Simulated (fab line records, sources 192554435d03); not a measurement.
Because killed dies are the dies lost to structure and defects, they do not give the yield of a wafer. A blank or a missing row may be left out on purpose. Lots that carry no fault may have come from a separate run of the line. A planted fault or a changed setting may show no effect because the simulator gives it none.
A lot that was struck, set against a sound lot ; flow n5 finfet ; 40 steps out of a route of 1938
Sound: the wafers L573.1, L573.2, L573.5. Struck: wafer L579.6 (left out: L579.2, L579.5 of the same lot, which were not struck); the cause appears at the end.
Each step with rows lists, per side, the tool, then ch with its chambers, then its first start. Under that, the readings that differ: sound wafers ; struck wafers ; difference of the means ; sigmas: that difference in standard deviations of wafers without a fault.
alike: same words and numbers on both sides, and readings whose means sit less than 2 such deviations apart. not compared: any withheld reading, any reading some wafer has no value for, any bound like >300 that may hide the same value, and any number with overlapping values for which the record gives no deviation.
A row with sigmas, a row that says differs or no value, or rows on one side alone: a step with any of these is where the two part. When numbers do not overlap yet have no deviation, they are printed without sigmas and do not part them. A reading that every wafer of one side lacks parts them only if that side has two wafers or more.

first, 3 steps without rows for these wafers: N5_BEOL_M12_STRIP_69 (strips in N2/H2); N5_BEOL_M12_TRENCH_ETCH_34 (etches SiOC in C4F8/O2/Ar, target depth 318.95 nm, time 125.5 s); N5_BEOL_M12_STRIP_70 (strips in C4F8/O2/Ar).
N5_BEOL_M12_OCD_MEAS_35:
  struck on ocd-01, day 12 20:23; sound on ocd-02, day 10 18:47
  alike: trench depth nm
then, 8 steps without rows for these wafers: N5_BEOL_M12_STRIP_37 (strips in N2/H2); N5_BEOL_M12_ETCH_38 (etches SiCN in CF4/N2, target depth 68.7 nm, time 73.4 s); N5_BEOL_M12_PRECLEAN_39 (cleans in residue remover, time 60 s); N5_BEOL_M12_SRD_40 (time 30 s, dry time 30 s); N5_BEOL_M12_DEGAS_41 (time 60 s); N5_BEOL_M12_PRE_CLEAN_42 (time 30 s); N5_BEOL_M12_SPUTTER_43 (material TaN, target thk 15 nm, time 24.19 s); N5_BEOL_M12_SPUTTER_44 (material Ta, target thk 10 nm, time 16.13 s).
N5_BEOL_M12_SPUTTER_45: material Cu, target thk 80 nm, time 13.33 s.
  struck on pvd sputter-03, day 12 22:58; sound on pvd sputter-01, day 10 21:32
reading;sound;struck;difference;sigmas
throttle valve pct (%);31.1 31.5 31.0;28.1;-3.1;-2
then, 1 step without rows for these wafers: N5_BEOL_M12_ECD_47 (material Cu, target thk 720 nm).
N5_BEOL_M12_ANNEAL_48: time 90 s.
  sound on rtp anneal-01 ch 0, day 10 21:48; struck on rtp anneal-01 ch 0, day 12 23:16
  alike: anneal temp c max, wafer_temp_C_max
N5_BEOL_M12_CMP_49: polishes, stops on SiOC, t overpolish 20.6 s, target thk 320 nm.
  sound on cmp-03 ch 0,1,2, day 10 22:08; struck on cmp-02 ch 1, day 12 23:35
  alike: barrier field endpoint s, motor current A, overpolish run s
then, 1 step without rows for these wafers: N5_BEOL_M12_PRE_CLEAN_52 (time 15 s).
N5_BEOL_M12_DEP_53: deposits SiCN from 3MS/NH3, target thk 30 nm, time 10.5 s.
  sound on pecvd-02 ch 0,1, day 10 22:27; struck on pecvd-01 ch 1, day 12 23:53
  alike: showerhead plenum p Torr, throttle valve pct
N5_BEOL_M12_RS_MEAS_54: measures by four-point-probe.
  struck on film metro-02, day 12 23:56; sound on film metro-02, day 10 22:31
  alike: M12_RS
then, 1 step without rows for these wafers: N5_BEOL_M13_ILD_DEP_00 (deposits SiOC from DEMS/O2, target thk 837.92 nm, time 166.4 s).
N5_BEOL_M13_THK_MEAS_01:
  struck on film metro-01, day 13 00:09; sound on film metro-02, day 10 22:44
  alike: M13_ILD_THK
then, 8 steps without rows for these wafers: N5_BEOL_M13_COAT_58 (time 60 s, resist thk 89 nm); N5_BEOL_M13_COAT_04 (resist thk 400 nm); N5_BEOL_M13_EBR_06; N5_BEOL_M13_SOFTBAKE_05 (time 60 s); N5_BEOL_M13_EXPOSE_07 (exposes mask V12); N5_BEOL_M13_PEB_08 (peb time 90 s); N5_BEOL_M13_DEVELOP_09 (develop time 45 s); N5_BEOL_M13_HARDBAKE_14 (time 120 s).
N5_BEOL_M13_CD_MEAS_10 targets a cd of 190 nm.
  sound on cd sem-02 ch 0, day 10 23:10; struck on cd sem-03 ch 0, day 13 00:35
  alike: cd nm
N5_BEOL_M13_OVL_MEAS_11:
  sound on overlay-01 ch 0, day 10 23:11; struck on overlay-01 ch 0, day 13 00:37
  alike: V12_OVL
N5_BEOL_M13_DESCUM_15: chemistry O2, time 7.9 s.
  sound on rie diel-04 ch 2,3, day 10 23:15; struck on rie diel-04 ch 2, day 13 00:43
reading;sound;struck;difference;sigmas
throttle valve pct (%);20.66 20.07 20.66;20.08;-0.38;-2
  alike: drypump motor current A, oes product au, rf vpp V, showerhead plenum p Torr
  not compared: rf hours counter h
then, 3 steps without rows for these wafers: N5_BEOL_M13_ETCH_59 (etches BARC in N2/H2, target depth 89 nm, overetch 26.7 nm, time 67.9 s); N5_BEOL_M13_VIA_ETCH_16 (etches SiOC in C4F8/O2/Ar, target depth 921.7 nm); N5_BEOL_M13_STRIP_63 (strips in N2/H2).
N5_BEOL_M13_STRIP_64: strips in N2/H2.
  sound on plasma asher-01 ch 0,1, day 10 23:38; struck on plasma asher-01 ch 1, day 13 01:10
  alike: drypump motor current A, heater power w, n2 flow sccm, oes product au, strip time to endpoint s
  not compared: rf hours counter h
then, 2 steps without rows for these wafers: N5_BEOL_M13_STRIP_71 (strips in post etch residue remover, time 60 s); N5_BEOL_M13_SRD_72 (time 30 s, dry time 30 s).
N5_BEOL_M13_CD_MEAS_17 targets a cd of 190 nm.
  struck on cd sem-02, day 13 01:19; sound on cd sem-02, day 10 23:47
  alike: cd nm
N5_PASSIVATION_PROBE_49:
  only the struck wafers here have rows in the record (prober-01, day 14 12:34); the sound ones have none

== WHERE THEY PART ==
Last at N5_PASSIVATION_PROBE_49 as far as this record goes, first at N5_BEOL_M12_SPUTTER_45.

WHY: what the simulator had put in
Chamber particle source: pvd sputter-03, from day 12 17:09 on, at N5_BEOL_M12_SPUTTER_45. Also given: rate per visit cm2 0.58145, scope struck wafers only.
